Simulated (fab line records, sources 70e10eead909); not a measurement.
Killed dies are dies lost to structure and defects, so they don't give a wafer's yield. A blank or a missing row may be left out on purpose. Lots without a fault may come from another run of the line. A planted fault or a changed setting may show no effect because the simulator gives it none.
Which tool did it? | flow nand_harc | 24 lots, 72 wafers sampled, at 5 steps of a route of 1302

WHAT THE GAUGES READ, wafer by wafer
NHARC_A_BONDPAD_THK_MEAS_30: measures by ellipsometry.
lot  | measured     | on            | thk_nm (nm)
L074 | day 22 18:43 | film_metro-01 | 200.9 202.0 200.5
L076 | day 23 16:07 | film_metro-02 | 202.0 200.2 200.4
L075 | day 23 16:28 | film_metro-01 | 200.2 200.9 203.0
L077 | day 24 07:43 | film_metro-01 | 200.1 199.8 201.9
L078 | day 24 17:51 | film_metro-02 | 200.0 200.3 200.5
L079 | day 25 18:47 | film_metro-01 | 199.2 199.7 198.9
L080 | day 26 03:12 | film_metro-02 | 199.0 198.0 200.7
L081 | day 26 11:03 | film_metro-01 | 203.3 201.1 199.0
L082 | day 26 11:34 | film_metro-01 | 200.1 197.6 199.5
L083 | day 27 07:27 | film_metro-02 | 201.7 198.5 198.6
L084 | day 27 12:41 | film_metro-01 | 200.3 201.8 200.4
L085 | day 27 16:22 | film_metro-01 | 198.5 199.9 198.4
L086 | day 27 21:37 | film_metro-01 | 200.9 198.7 198.0
L087 | day 28 13:47 | film_metro-01 | 199.3 197.4 200.8
L088 | day 29 00:55 | film_metro-01 | 200.7 198.8 198.5
L089 | day 29 04:55 | film_metro-02 | 199.8 199.6 199.3
L090 | day 29 07:03 | film_metro-02 | 199.0 199.9 201.4
L091 | day 31 01:26 | film_metro-02 | 198.8 197.5 198.9
L092 | day 31 02:02 | film_metro-01 | 198.2 198.5 198.4
L093 | day 31 06:31 | film_metro-02 | 201.0 199.2 197.7
L094 | day 31 07:04 | film_metro-01 | 201.6 198.6 198.8
L095 | day 32 03:28 | film_metro-02 | 198.9 198.0 198.6
L097 | day 32 16:52 | film_metro-02 | 199.9 200.5 199.8
L096 | day 32 18:43 | film_metro-01 | 200.1 199.8 198.8

WHICH TOOL RAN EACH LOT (tool, then ch and the chambers of the sampled wafers, then the start)
lot  | NHARC_A_M0_PVD_21                       | NHARC_A_M0_CMP_23             | NHARC_A_M0_PRE_CLEAN_31         | NHARC_A_M1_ANNEAL_31
L074 | pvd_sputter-02, day 22 12:43 or earlier | cmp-02 ch 0,1,2, day 22 12:43 | pecvd-02 ch 1,2, day 22 13:15   | rtp_anneal-02 ch 0, day 22 16:38
L076 | pvd_sputter-02, day 23 10:22 or earlier | cmp-01 ch 1,2,3, day 23 10:22 | pecvd-04 ch 0,1, day 23 10:50   | rtp_anneal-01 ch 0, day 23 14:00
L075 | pvd_sputter-03, day 23 10:39 or earlier | cmp-03 ch 0,2,3, day 23 10:39 | pecvd-03 ch 0,1, day 23 11:10   | rtp_anneal-02 ch 0, day 23 14:17
L077 | pvd_sputter-02, day 24 01:32 or earlier | cmp-03 ch 2,3, day 24 01:32   | pecvd-02 ch 0,1,2, day 24 02:05 | rtp_anneal-01 ch 0, day 24 05:32
L078 | pvd_sputter-01, day 24 11:41 or earlier | cmp-03 ch 1,2,3, day 24 11:41 | pecvd-03 ch 0,2, day 24 12:12   | rtp_anneal-01 ch 0, day 24 15:47
L079 | pvd_sputter-03, day 25 12:38 or earlier | cmp-02 ch 1,2, day 25 12:38   | pecvd-03 ch 0,1,2, day 25 13:12 | rtp_anneal-02 ch 0, day 25 16:46
L080 | pvd_sputter-02, day 25 21:19 or earlier | cmp-01 ch 0,1,3, day 25 21:19 | pecvd-03 ch 0,1, day 25 21:49   | rtp_anneal-01 ch 0, day 26 01:08
L081 | pvd_sputter-03, day 26 04:54 or earlier | cmp-02 ch 1,2,3, day 26 04:54 | pecvd-03 ch 1,2, day 26 05:26   | rtp_anneal-01 ch 0, day 26 08:52
L082 | pvd_sputter-01, day 26 05:37 or earlier | cmp-03 ch 0,1,2, day 26 05:37 | pecvd-02 ch 0,1,2, day 26 06:08 | rtp_anneal-02 ch 0, day 26 09:25
L083 | pvd_sputter-01, day 27 01:35 or earlier | cmp-02 ch 2,3, day 27 01:35   | pecvd-02 ch 1,2, day 27 02:08   | rtp_anneal-01 ch 0, day 27 05:16
L084 | pvd_sputter-02, day 27 06:38 or earlier | cmp-02 ch 1,2, day 27 06:38   | pecvd-02 ch 0,1,2, day 27 07:12 | rtp_anneal-01 ch 0, day 27 10:29
L085 | pvd_sputter-01, day 27 08:53 or earlier | cmp-03 ch 0,2,3, day 27 08:53 | pecvd-02 ch 0,1,2, day 27 09:25 | rtp_anneal-02 ch 0, day 27 13:07
L086 | pvd_sputter-02, day 27 13:43 or earlier | cmp-02 ch 0,1,2, day 27 13:43 | pecvd-02 ch 0,1,2, day 27 16:10 | rtp_anneal-01 ch 0, day 27 19:28
L087 | pvd_sputter-02, day 28 07:56 or earlier | cmp-02 ch 0,2,3, day 28 07:56 | pecvd-02 ch 1,2, day 28 08:28   | rtp_anneal-02 ch 0, day 28 11:42
L088 | pvd_sputter-01, day 28 18:58 or earlier | cmp-02 ch 0,2,3, day 28 18:58 | pecvd-04 ch 0,1,2, day 28 19:28 | rtp_anneal-01 ch 0, day 28 22:53
L089 | pvd_sputter-03, day 28 22:49 or earlier | cmp-03 ch 1,2,3, day 28 22:49 | pecvd-04 ch 0,1, day 28 23:38   | rtp_anneal-01 ch 0, day 29 02:45
L090 | pvd_sputter-01, day 29 01:12 or earlier | cmp-02 ch 0,1,2, day 29 01:12 | pecvd-04 ch 1,2, day 29 01:44   | rtp_anneal-01 ch 0, day 29 04:59
L091 | pvd_sputter-03, day 30 19:28 or earlier | cmp-02 ch 1,2,3, day 30 19:28 | pecvd-04 ch 1,2, day 30 19:58   | rtp_anneal-02 ch 0, day 30 23:16
L092 | pvd_sputter-01, day 30 20:02 or earlier | cmp-03 ch 0,2,3, day 30 20:02 | pecvd-04 ch 0,1,2, day 30 20:36 | rtp_anneal-01 ch 0, day 30 23:45
L093 | pvd_sputter-02, day 31 00:33 or earlier | cmp-03 ch 0,1,3, day 31 00:33 | pecvd-02 ch 0,1,2, day 31 01:05 | rtp_anneal-02 ch 0, day 31 04:20
L094 | pvd_sputter-03, day 31 01:06 or earlier | cmp-03 ch 0,1,3, day 31 01:06 | pecvd-04 ch 0,2, day 31 01:35   | rtp_anneal-01 ch 0, day 31 04:59
L095 | pvd_sputter-03, day 31 20:50 or earlier | cmp-03 ch 1,2, day 31 20:50   | pecvd-02 ch 0,1, day 31 21:24   | rtp_anneal-01 ch 0, day 32 01:03
L097 | pvd_sputter-02, day 32 11:00 or earlier | cmp-03 ch 1,3, day 32 11:00   | pecvd-03 ch 0,1,2, day 32 11:32 | rtp_anneal-02 ch 0, day 32 14:41
L096 | pvd_sputter-03, day 32 12:42 or earlier | cmp-01 ch 0,2, day 32 12:42   | pecvd-04 ch 0,2, day 32 13:15   | rtp_anneal-02 ch 0, day 32 16:25
- NHARC_A_M0_PVD_21: deposits Cu, target thk 30 nm, time 20.49 s.
- NHARC_A_M0_CMP_23: polishes, t overpolish 20 s, target thk 113.75 nm.
- NHARC_A_M0_PRE_CLEAN_31: time 12 s.
- NHARC_A_M1_ANNEAL_31: time 90 s.

WHAT THE TOOLS THEMSELVES READ (means of the sampled wafers that have a number; where no wafer has one, the mark that the record gives instead)
NHARC_A_M0_PVD_21.
lot  | tool           | chamber_pressure_pa (Pa) | throttle_valve_pct (%)
L074 | pvd_sputter-02 | 5.005                    | 29.3
L076 | pvd_sputter-02 | 5.008                    | 29.1
L075 | pvd_sputter-03 | 4.995                    | 30.0
L077 | pvd_sputter-02 | 4.994                    | 29.7
L078 | pvd_sputter-01 | 4.999                    | 29.2
L079 | pvd_sputter-03 | 5.002                    | 30.0
L080 | pvd_sputter-02 | 4.999                    | 28.8
L081 | pvd_sputter-03 | 5.001                    | 29.8
L082 | pvd_sputter-01 | 4.991                    | 30.4
L083 | pvd_sputter-01 | 5.010                    | 30.5
L084 | pvd_sputter-02 | 4.998                    | 30.0
L085 | pvd_sputter-01 | 5.006                    | 29.9
L086 | pvd_sputter-02 | 4.997                    | 30.6
L087 | pvd_sputter-02 | 5.001                    | 30.0
L088 | pvd_sputter-01 | 4.995                    | 30.1
L089 | pvd_sputter-03 | 5.002                    | 29.9
L090 | pvd_sputter-01 | 4.997                    | 30.5
L091 | pvd_sputter-03 | 5.001                    | 29.6
L092 | pvd_sputter-01 | 5.004                    | 29.6
L093 | pvd_sputter-02 | 4.998                    | 28.9
L094 | pvd_sputter-03 | 5.004                    | 28.9
L095 | pvd_sputter-03 | 4.996                    | 29.5
L097 | pvd_sputter-02 | 5.004                    | 29.2
L096 | pvd_sputter-03 | 5.003                    | 29.2

NHARC_A_M0_CMP_23.
lot  | tool   | motor_current_A (A) | time_to_endpoint_s (s)
L074 | cmp-02 | 11.8                | 31.1
L076 | cmp-01 | 12.1                | 27.4
L075 | cmp-03 | 12.1                | 31.6
L077 | cmp-03 | 11.7                | 30.7
L078 | cmp-03 | 11.9                | 28.4
L079 | cmp-02 | 11.2                | 29.1
L080 | cmp-01 | 12.0                | 29.9
L081 | cmp-02 | 12.5                | 29.9
L082 | cmp-03 | 12.1                | 26.6
L083 | cmp-02 | 14.1                | 24.6
L084 | cmp-02 | 11.7                | 27.6
L085 | cmp-03 | 12.3                | 30.5
L086 | cmp-02 | 11.6                | 27.9
L087 | cmp-02 | 12.9                | 29.6
L088 | cmp-02 | 12.8                | 29.5
L089 | cmp-03 | 11.6                | 29.8
L090 | cmp-02 | 11.7                | 29.6
L091 | cmp-02 | 13.1                | 30.3
L092 | cmp-03 | 12.4                | 30.9
L093 | cmp-03 | 11.7                | 29.7
L094 | cmp-03 | 11.7                | 29.2
L095 | cmp-03 | 11.7                | 30.2
L097 | cmp-03 | 11.5                | 28.3
L096 | cmp-01 | 11.8                | 31.8

NHARC_A_M0_PRE_CLEAN_31.
lot  | tool     | heater_power_w (W)
L074 | pecvd-02 | 616
L076 | pecvd-04 | 625
L075 | pecvd-03 | 576
L077 | pecvd-02 | 617
L078 | pecvd-03 | 608
L079 | pecvd-03 | 632
L080 | pecvd-03 | 658
L081 | pecvd-03 | 659
L082 | pecvd-02 | 639
L083 | pecvd-02 | 696
L084 | pecvd-02 | 628
L085 | pecvd-02 | 611
L086 | pecvd-02 | 635
L087 | pecvd-02 | 648
L088 | pecvd-04 | 636
L089 | pecvd-04 | 614
L090 | pecvd-04 | 623
L091 | pecvd-04 | 657
L092 | pecvd-04 | 669
L093 | pecvd-02 | 597
L094 | pecvd-04 | 590
L095 | pecvd-02 | 622
L097 | pecvd-03 | 554
L096 | pecvd-04 | 584

NHARC_A_M1_ANNEAL_31.
lot  | tool          | wafer_temp_C_max
L074 | rtp_anneal-02 | 226.23
L076 | rtp_anneal-01 | 225.91
L075 | rtp_anneal-02 | 226.24
L077 | rtp_anneal-01 | 225.43
L078 | rtp_anneal-01 | 225.96
L079 | rtp_anneal-02 | 226.31
L080 | rtp_anneal-01 | 225.54
L081 | rtp_anneal-01 | 226.11
L082 | rtp_anneal-02 | 225.99
L083 | rtp_anneal-01 | 225.89
L084 | rtp_anneal-01 | 225.97
L085 | rtp_anneal-02 | 225.92
L086 | rtp_anneal-01 | 225.85
L087 | rtp_anneal-02 | 226.12
L088 | rtp_anneal-01 | 225.85
L089 | rtp_anneal-01 | 225.85
L090 | rtp_anneal-01 | 225.62
L091 | rtp_anneal-02 | 226.30
L092 | rtp_anneal-01 | 226.14
L093 | rtp_anneal-02 | 226.04
L094 | rtp_anneal-01 | 225.70
L095 | rtp_anneal-01 | 225.85
L097 | rtp_anneal-02 | 225.98
L096 | rtp_anneal-02 | 226.06

THE ANSWER, worked out from the rows above alone
Rule: what is usual is taken from the lots themselves. Put in order of their means at a reading, lots are off if they are a third of the lots or fewer, leave a main group of 4 or more, and stand apart from it by a gap of 3 or more times the standard deviation of the main group's means; of several such gaps the widest counts. A main group whose means are all the same, to the digits that the tables above print for the reading, isn't used. A lot without any number at a reading at which 4 lots or more have one is off too. The other lots that the step has rows for count as sound. The gauges are gone through in route order, then the tools' own readings, and for those a lot's mean is taken as printed above. The first step at which some lot is off is used, and at that step the reading that is off furthest; a lot without a number counts as furthest.
No lot is off at any reading shown: from this, nothing can be told.

WHAT THE SIMULATOR HAD PUT IN
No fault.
